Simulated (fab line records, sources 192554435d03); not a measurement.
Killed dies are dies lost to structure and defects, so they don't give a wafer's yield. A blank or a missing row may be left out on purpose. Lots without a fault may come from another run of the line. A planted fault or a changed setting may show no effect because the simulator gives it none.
fab line records | flow n5_finfet | part 1 of 2: steps 1 to 17 of 27
record lots=5 wafers=15 last_day=18
route steps=1938 shown BEOL_M15@1813 PASS1_DEP@1831 MIM_BOT@1832 MIM_TOP@1834 MIM_TOP_LITHO@1839
lots that met no fault: from a run of the same line without faults
start_h: hours from the record's first day to the start of the lot's first wafer shown | wait_h: hours since the lot's step before | " the same as in the row above | L1.1+2: a row that stands for several wafers | - no value, or no start given | * or withheld: withheld | < > ~ a bound
route shown NAME@n: a module of which the file shows steps, and the number in the route of the first | usual: mean/standard deviation of fault-free wafers | same: alike in all rows | chamber/n: place in a boat | sites: the reading at each site | _std_site: their standard deviation | _edge_site: outer sites' mean less inner sites' | radius_mm: how far each site lies from the wafer's centre | mask NAME#n: copy n | behind: the tool/chamber that last shaped the wafer | hold: why the lot was held/for how many hours/how that ended | device: the transistor (n, p or np) that didn't switch | end of line: the same wafers' tests at the end of the route | a step without rows: its recipe alone | killed: dies lost to structure and defects at the first sort, not the wafer's yield | map: a wafer's dies, x killed, . not, _ none there
set.NAME: the setting as run; set.NAME@STEP: as run at that earlier step | model.NAME: the simulator's own value behind a step, which no gauge read
lots at some steps of the route; a table a step, a row a wafer
services: from which hour (start_h, from the record's first day; less than 0 if before it) a tool's chamber was out of use, for how many hours, and why
## steps
# step N5_BEOL_M15_STRIP_37
# recipe chemistry=O2 power_w=600 temp_c=60 pressure_mtorr=30 rf_frequency_hz=6e+07 bias_power_w=0 overash_fraction=0.3 o2_flow_sccm=225
# usual drypump_motor_current_A=5.7/0.43 oes_product_au=0.77/0.085 rf_vpp_V=3.6/0.64 showerhead_plenum_p_Torr=2.08/0.076 throttle_valve_pct=16.79/0.19
# same overash_fraction=0.3
# columns lot.wafer tool chamber start_h wait_h drypump_motor_current_A oes_product_au rf_hours_counter_h rf_vpp_V showerhead_plenum_p_Torr throttle_valve_pct
L079.1 rie_diel-02 2 - - 6.1 0.82 101 4.0 2.03 16.73
L079.2 " 3 " " 5.9 0.70 219 4.4 1.99 16.72
L079.4 " 1 " " 5.6 0.71 201 3.5 2.00 17.02
L080.1 rie_diel-02 3 - - 5.9 0.69 228 3.3 1.99 16.73
L080.2 " 1 " " 5.6 0.70 209 4.1 2.00 17.02
L080.4 " 2 " " 6.1 0.80 110 3.5 2.03 16.76
L084.3 rie_diel-02 1 - - 5.6 0.70 210 4.5 2.00 17.02
L084.5 " 3 " " 5.9 0.69 - 3.5 1.99 16.73
L084.6 " 1 " " 5.6 0.71 - 2.1 2.00 17.04
L093.2 rie_diel-02 1 - - 5.6 0.70 223 2.1 1.99 17.04
L093.4 " 1 " " 5.6 0.70 - 3.6 1.99 17.03
L093.6 " 0 " " 4.8 0.85 - 2.1 2.13 16.71
L092.3 rie_diel-05 0 - - 5.9 0.92 24 3.7 2.06 16.23
L092.4 " 2 " " 6.2 0.84 81 3.0 2.03 16.68
L092.6 " 0 " " 5.8 0.91 - 3.3 2.06 16.25
# step N5_BEOL_M15_ETCH_38
# recipe chemistry=CF4/N2 target=SiCN target_depth_a=1064 taper_deg=2 time_s=120.5 ion_energy_ev=150 mask_material=SiO2 pressure_mtorr=40 source_w=430 bias_w=70 Ar_flow_sccm=100 cf4_flow_sccm=60 n2_flow_sccm=60
# usual bias_w=70.00/0.22 drypump_motor_current_A=5.7/0.42 mfc_ar_sccm=99.98/0.28 oes_product_au=0.77/0.087 rf_vpp_V=381.8/2 showerhead_plenum_p_Torr=2.19/0.079 throttle_valve_pct=15.55/0.21
# columns lot.wafer tool chamber start_h wait_h bias_w drypump_motor_current_A mfc_ar_sccm oes_product_au rf_hours_counter_h rf_vpp_V showerhead_plenum_p_Torr throttle_valve_pct
L079.1 rie_diel-02 2 - - 69.93 6.1 100.20 0.82 101 381.2 2.14 15.47
L079.2 " 3 " " 69.87 5.9 100.14 0.71 219 379.6 2.10 15.51
L079.4 " 1 " " 69.99 5.6 99.57 0.72 201 379.7 2.10 15.72
L080.1 rie_diel-02 3 - - 70.10 5.9 100.39 0.70 228 381.0 2.10 15.52
L080.2 " 1 " " 70.32 5.6 99.91 0.72 209 379.8 2.10 15.74
L080.4 " 2 " " 69.96 6.1 99.77 0.81 110 379.5 2.13 15.49
L084.3 rie_diel-02 1 - - 69.85 5.6 100.06 0.71 210 380.4 2.09 15.74
L084.5 " 3 " " 70.01 5.9 100.01 0.70 - 377.9 2.10 15.50
L084.6 " 1 " " 69.86 5.6 100.35 0.71 - 379.4 2.09 15.73
L093.2 rie_diel-02 1 - - 69.47 5.6 99.72 0.70 223 380.7 2.09 15.77
L093.4 " 1 " " 69.55 5.6 99.70 0.70 - 379.7 2.09 15.76
L093.6 " 0 " " 69.86 4.8 99.57 0.87 - 383.1 2.23 15.42
L092.3 rie_diel-05 0 - - 70.23 5.8 99.63 0.90 24 380.8 2.16 14.97
L092.4 " 2 " " 69.70 6.2 99.95 0.82 81 381.2 2.14 15.49
L092.6 " 0 " " 70.02 5.8 100.09 0.90 - 381.3 2.16 14.96
# step N5_BEOL_M15_PRECLEAN_39
# recipe chemistry=residue_remover time_s=60 temp_c=40
# columns lot.wafer tool chamber start_h wait_h
L079.1+2+4 wet_bench-06 7,6,1 330.04 -
L080.1+2+4 wet_bench-03 6,2,0 350.57 -
L084.3+5+6 wet_bench-03 5,7,4 351.61 -
L093.2+4+6 wet_bench-03 4,5,3 419.14 -
L092.3+4+6 wet_bench-01 4,6,5 419.18 -
# step N5_BEOL_M15_SRD_40
# recipe time_s=30 temp_c=23 rinse_liquid=diw dry=n2_spin spin_rpm=1500 dry_time_s=30
# columns lot.wafer tool chamber start_h wait_h
L079.1+2+4 wet_bench-06 7,6,1 330.05 0.0
L080.1+2+4 wet_bench-03 6,2,0 350.59 0.0
L084.3+5+6 wet_bench-03 5,7,4 351.63 0.0
L093.2+4+6 wet_bench-03 4,5,3 419.16 0.0
L092.3+4+6 wet_bench-01 4,6,5 419.22 0.0
# step N5_BEOL_M15_DEGAS_41
# recipe ambient=vacuum temp_c=300 time_s=60
# usual heater_power_w=476/54
# columns lot.wafer tool chamber start_h wait_h heater_power_w
L079.1 pvd_sputter-01 - 330.10 0.0 481
L079.2 " - " " 579
L079.4 " - " " 479
L080.1 pvd_sputter-01 - 350.71 0.1 480
L080.2 " - " " 494
L080.4 " - " " 475
L084.3 pvd_sputter-03 - 353.17 1.5 456
L084.5 " - " " 409
L084.6 " - " " 457
L093.2 pvd_sputter-01 - 419.42 0.2 485
L093.4 " - " " 483
L093.6 " - " " 500
L092.3 pvd_sputter-02 - 419.51 0.3 542
L092.4 " - " " 445
L092.6 " - " " 537
# step N5_BEOL_M15_PRE_CLEAN_42
# recipe gas=H2/He time_s=30 temp_c=300
# usual heater_power_w=477/53
# columns lot.wafer tool chamber start_h wait_h heater_power_w
L079.1 pvd_sputter-01 - 330.14 0.0 501
L079.2 " - " " 567
L079.4 " - " " 486
L080.1 pvd_sputter-01 - 350.75 0.0 495
L080.2 " - " " 504
L080.4 " - " " 470
L084.3 pvd_sputter-03 - 353.21 0.0 456
L084.5 " - " " 409
L084.6 " - " " 456
L093.2 pvd_sputter-01 - 419.46 0.0 494
L093.4 " - " " 498
L093.6 " - " " 491
L092.3 pvd_sputter-02 - 419.55 0.0 516
L092.4 " - " " 449
L092.6 " - " " 532
# step N5_BEOL_M15_SPUTTER_43
# recipe material=TaN target_thk_a=150 temp_c=50 bias_v=168.6 power_w=15000 chamber_pressure_pa=0.12 time_s=24.19
# usual substrate_temp_c=49.99/0.11 throttle_valve_pct=29.6/1
# columns lot.wafer tool chamber start_h wait_h substrate_temp_c throttle_valve_pct
L079.1 pvd_sputter-01 - 330.18 0.0 49.93 29.8
L079.2 " - " " 49.84 31.2
L079.4 " - " " 49.99 28.9
L080.1 pvd_sputter-01 - 350.79 0.0 49.92 28.9
L080.2 " - " " 50.03 29.8
L080.4 " - " " 49.88 28.5
L084.3 pvd_sputter-03 - 353.25 0.0 50.24 29.0
L084.5 " - " " 50.00 29.3
L084.6 " - " " 49.84 29.0
L093.2 pvd_sputter-01 - 419.50 0.0 49.80 30.1
L093.4 " - " " 49.81 29.0
L093.6 " - " " 49.79 30.1
L092.3 pvd_sputter-02 - 419.59 0.0 49.89 30.1
L092.4 " - " " 49.87 31.3
L092.6 " - " " 50.11 29.8
# step N5_BEOL_M15_SPUTTER_44
# recipe material=Ta target_thk_a=150 temp_c=50 bias_v=80 power_w=15000 chamber_pressure_pa=0.07 time_s=24.19
# usual substrate_temp_c=50.01/0.11 throttle_valve_pct=29.6/1
# columns lot.wafer tool chamber start_h wait_h substrate_temp_c throttle_valve_pct
L079.1 pvd_sputter-01 - 330.26 0.0 50.10 30.2
L079.2 " - " " 49.87 31.2
L079.4 " - " " 49.97 28.9
L080.1 pvd_sputter-01 - 350.87 0.0 50.17 28.8
L080.2 " - " " 49.90 30.0
L080.4 " - " " 50.14 28.3
L084.3 pvd_sputter-03 - 353.33 0.0 50.05 29.0
L084.5 " - " " 49.89 29.2
L084.6 " - " " 49.71 29.2
L093.2 pvd_sputter-01 - 419.58 0.0 50.19 29.9
L093.4 " - " " 49.99 28.9
L093.6 " - " " 50.25 29.9
L092.3 pvd_sputter-02 - 419.67 0.0 50.04 30.1
L092.4 " - " " 50.10 31.4
L092.6 " - " " 49.95 30.0
# step N5_BEOL_M15_SPUTTER_45
# recipe material=Cu target_thk_a=1000 temp_c=-20 bias_v=60 power_w=26000 chamber_pressure_pa=0.13 time_s=16.67
# usual substrate_temp_c=-19.99/0.1 throttle_valve_pct=29.6/1.1
# columns lot.wafer tool chamber start_h wait_h substrate_temp_c throttle_valve_pct
L079.1 pvd_sputter-01 - 330.34 0.0 -19.84 29.9
L079.2 " - " " -20.07 31.1
L079.4 " - " " -19.89 28.7
L080.1 pvd_sputter-01 - 350.95 0.0 -19.93 28.6
L080.2 " - " " -20.23 29.9
L080.4 " - " " -19.97 28.4
L084.3 pvd_sputter-03 - 353.41 0.0 -19.99 29.0
L084.5 " - " " -19.96 29.1
L084.6 " - " " -19.83 28.8
L093.2 pvd_sputter-01 - 419.66 0.0 -20.01 30.0
L093.4 " - " " -20.13 28.9
L093.6 " - " " -20.08 29.9
L092.3 pvd_sputter-02 - 419.75 0.0 -19.98 30.2
L092.4 " - " " -20.10 31.5
L092.6 " - " " -19.91 29.7
# step N5_BEOL_M15_ECD_47
# recipe material=Cu target_thk_a=18600
# columns lot.wafer tool chamber start_h wait_h
L079.1+2+4 ecd_cu-01 1,0,0 330.46 0.1
L080.1+2+4 ecd_cu-02 1,0,1 351.07 0.1
L084.3+5+6 ecd_cu-01 0,0,1 353.60 0.2
L093.2+4+6 ecd_cu-02 0,0,1 419.78 0.1
L092.3+4+6 ecd_cu-01 0,1,1 420.00 0.2
# step N5_BEOL_M15_ANNEAL_48
# recipe temp_c=225 time_s=90 ambient=N2
# usual wafer_temp_C_max=225.70/0.27
# columns lot.wafer tool chamber start_h wait_h wafer_temp_C_max
L079.1 rtp_anneal-01 0 330.70 0.2 225.73
L079.2 " 0 " " 225.43
L079.4 " 0 " " 225.58
L080.1 rtp_anneal-02 0 351.31 0.2 225.78
L080.2 " 0 " " 226.12
L080.4 " 0 " " 225.51
L084.3 rtp_anneal-02 0 353.92 0.2 225.50
L084.5 " 0 " " 225.78
L084.6 " 0 " " 225.63
L093.2 rtp_anneal-01 0 420.06 0.2 225.35
L093.4 " 0 " " 225.73
L093.6 " 0 " " 225.51
L092.3 rtp_anneal-02 0 420.31 0.2 225.71
L092.4 " 0 " " 226.27
L092.6 " 0 " " 226.05
# step N5_BEOL_M15_CMP_49
# recipe stop_on=SiO2 t_overpolish_s=4.9 down_force_psi=2 platen_rpm=80 clearing_platen_down_force_psi=2 clearing_platen_rpm=80 post_cmp_clean=cu_alkaline target_thk_nm=850 clearing_platen_pad_velocity_m_s=1.5917 pad_velocity_m_s=1.5917
# usual barrier_field_endpoint_s=11.32/0.21 motor_current_A=8.4/1.1 overpolish_run_s=4.899/0.0093 pad_life_wafers=896/420 platen_rpm=80.00/0.052 slurry_filter_dp_kPa=13.48/0.13
# columns lot.wafer tool chamber start_h wait_h barrier_field_endpoint_s motor_current_A overpolish_run_s pad_life_wafers platen_rpm slurry_filter_dp_kPa
L079.4 cmp-01 0 331.15 0.3 11.48 7.5 4.901 684 79.96 13.54
L079.1 " 1 " " 11.15 8.9 4.901 685 79.90 13.48
L079.2 " 3 " " 11.31 7.1 4.898 687 79.97 13.42
L080.2 cmp-03 2 351.61 0.2 11.35 8.4 4.896 552 80.04 13.44
L080.1 " 3 " " 11.28 8.9 4.867 553 80.02 13.23
L080.4 " 0 " " 11.39 8.9 4.893 554 79.98 13.52
L084.3 cmp-02 0 354.16 0.2 11.51 7.8 4.920 307 80.00 13.43
L084.5 " 3 " " 11.54 7.7 4.897 - 80.14 13.61
L084.6 " 0 " " 11.49 8.0 4.910 - 80.07 13.33
L093.2 cmp-02 0 420.32 0.2 10.85 7.7 4.884 726 79.97 13.34
L093.4 " 1 " " 11.03 7.7 4.904 727 80.05 13.53
L093.6 " 0 " " 11.14 7.8 4.897 - 79.92 13.14
L092.3 cmp-03 1 420.52 0.2 11.47 12.2 4.898 1134 79.96 13.55
L092.4 " 2 " " 11.29 7.9 4.909 1135 80.08 13.46
L092.6 " 2 " " 11.06 8.4 4.900 - 80.03 13.46
# step N5_BEOL_M15_THK_MEAS_50
# recipe thk_meas_gauge=xrf reads=Cu_of_BEOL_M15_ECD_47
# usual M15_THK=858/11
# columns lot.wafer tool chamber start_h wait_h M15_THK[nm]
L079.1 film_metro-02 - 331.44 - 862
L079.2 " - " " 856
L079.4 " - " " 852
L080.1 film_metro-02 - 351.90 - 878
L080.2 " - " " 854
L080.4 " - " " 864
L084.3 film_metro-02 - 354.42 - 864
L084.5 " - " " 868
L084.6 " - " " 872
L093.2 film_metro-02 - 420.61 - 840
L093.4 " - " " 849
L093.6 " - " " 845
L092.3 film_metro-02 - 420.81 - 858
L092.4 " - " " 843
L092.6 " - " " 855
# step N5_BEOL_M15_PRE_CLEAN_52
# recipe gas=NH3 time_s=15 temp_c=withheld rf_power_w=300
# columns lot.wafer tool chamber start_h wait_h
L079.1+2+4 pecvd-04 2,1,0 331.48 0.0
L080.1+2+4 pecvd-02 2,0,1 351.94 0.0
L084.3+5+6 pecvd-04 1,0,1 354.46 0.0
L093.2+4+6 pecvd-02 2,2,1 420.65 0.0
L092.3+4+6 pecvd-02 1,1,2 420.85 0.0
# step N5_BEOL_M15_DEP_53
# recipe material=SiCN target_thk_a=500 temp_c=withheld precursor=3MS/NH3 pressure_torr=3 rf_w=675 time_s=17.8
# usual showerhead_plenum_p_Torr=4.16/0.032 throttle_valve_pct=17.9/0.93
# columns lot.wafer tool chamber start_h wait_h showerhead_plenum_p_Torr throttle_valve_pct
L079.1 pecvd-04 2 331.51 0.0 4.18 17.2
L079.2 " 1 " " 4.17 20.1
L079.4 " 0 " " 4.24 18.5
L080.1 pecvd-02 2 351.97 0.0 4.14 16.6
L080.2 " 0 " " 4.22 17.7
L080.4 " 1 " " 4.16 17.6
L084.3 pecvd-04 1 354.48 0.0 4.16 19.9
L084.5 " 0 " " 4.23 18.5
L084.6 " 1 " " 4.16 20.0
L093.2 pecvd-02 2 420.67 0.0 4.13 16.9
L093.4 " 2 " " 4.14 16.8
L093.6 " 1 " " 4.16 17.9
L092.3 pecvd-02 1 420.87 0.0 4.15 17.9
L092.4 " 1 " " 4.16 17.9
L092.6 " 2 " " 4.14 17.2
# step N5_BEOL_M15_RS_MEAS_54
# recipe thk_meas_gauge=four-point-probe reads=Cu_of_BEOL_M15_ECD_47+Ta_of_BEOL_M15_SPUTTER_44+TaN_of_BEOL_M15_SPUTTER_43
# usual M15_RS=0.02162/0.00026
# columns lot.wafer tool chamber start_h wait_h M15_RS[ohm/sq]
L079.1 film_metro-02 - 331.57 0.0 0.02151
L079.2 " - " " 0.02177
L079.4 " - " " 0.02177
L080.1 film_metro-02 - 352.03 0.0 0.02126
L080.2 " - " " 0.02192
L080.4 " - " " 0.02154
L084.3 film_metro-02 - 354.55 0.1 0.02154
L084.5 " - " " 0.02133
L084.6 " - " " 0.02124
L093.2 film_metro-02 - 420.74 0.1 0.02207
L093.4 " - " " 0.02199
L093.6 " - " " 0.02197
L092.3 film_metro-02 - 420.94 0.1 0.02148
L092.4 " - " " 0.02186
L092.6 " - " " 0.0216
# step N5_BEOL_M15_INSPECT_55
# recipe inspect_instrument=darkfield mode=post_dep
# usual raw_defect_count=70/19
# columns lot.wafer tool chamber start_h wait_h raw_defect_count
L079.1 defect_inspect-02 - 331.60 0.0 70
L079.2 " - " " 71
L079.4 " - " " 43
L080.1 defect_inspect-01 - 352.06 0.0 59
L080.2 " - " " 64
L080.4 " - " " 46
L084.3 defect_inspect-01 - 354.58 0.0 81
L084.5 " - " " 91
L084.6 " - " " 55
L093.2 defect_inspect-02 - 420.77 0.0 51
L093.4 " - " " 76
L093.6 " - " " 56
L092.3 defect_inspect-02 - 420.97 0.0 34
L092.4 " - " " 62
L092.6 " - " " 89
